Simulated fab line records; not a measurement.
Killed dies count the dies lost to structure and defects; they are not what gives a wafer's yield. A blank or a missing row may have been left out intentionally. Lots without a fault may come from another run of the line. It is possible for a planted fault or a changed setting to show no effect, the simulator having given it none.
Chamber matching -- flow nand harc -- NHARC_A_CONTACT_ETCH_92 on rie diel-13: 4 sister chambers
The step etches the open film in CH3F/O2, target depth 40 nm, time 85.7 s. 4 wafers are shown with their chamber, then 12 later ones without.

WAFERS, EACH WITH ITS CHAMBER
wafer,chamber,drypump motor current A (A)
L088.6,0,5.2
L093.1,1,5.4
L093.3,3,6.0
L093.4,2,6.0

WAFERS WHOSE CHAMBER IS MISSING
wafer,drypump motor current A (A)
L091.1,5.4
L091.3,5.2
L091.4,6.0
L094.4,5.2
L094.5,5.5
L094.6,5.2
L096.3,6.0
L096.4,5.4
L096.6,6.0
L097.1,6.0
L097.2,5.2
L097.4,5.4

CHAMBER TAKEN BY EACH
wafer,from the rows above,in truth
L091.1,1,1
L091.3,0,0
L091.4,can't be placed: 2 or 3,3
L094.4,0,0
L094.5,1,1
L094.6,0,0
L096.3,can't be placed: 2 or 3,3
L096.4,1,1
L096.6,can't be placed: 2 or 3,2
L097.1,can't be placed: 2 or 3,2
L097.2,0,0
L097.4,1,1
8 of 12 placed correctly. Can't be placed from these rows: 4 (the true chamber is among the candidates in 4). Wrongly placed: 0.
How it was worked out, from the rows above alone: a wafer's distance from a chamber is the root of the sum, over the readings, of the square of ((its reading less the chamber's mean) divided by the reading's scatter). The wafer belongs to the nearest chamber; if the next one is less than 2 further off, it can't be placed. For every chamber, the mean is computed from those of its wafers that are shown. The scatter (one wafer shown for each chamber): square how far every hidden wafer sits from the nearest shown wafer, average those squares and take the square root.
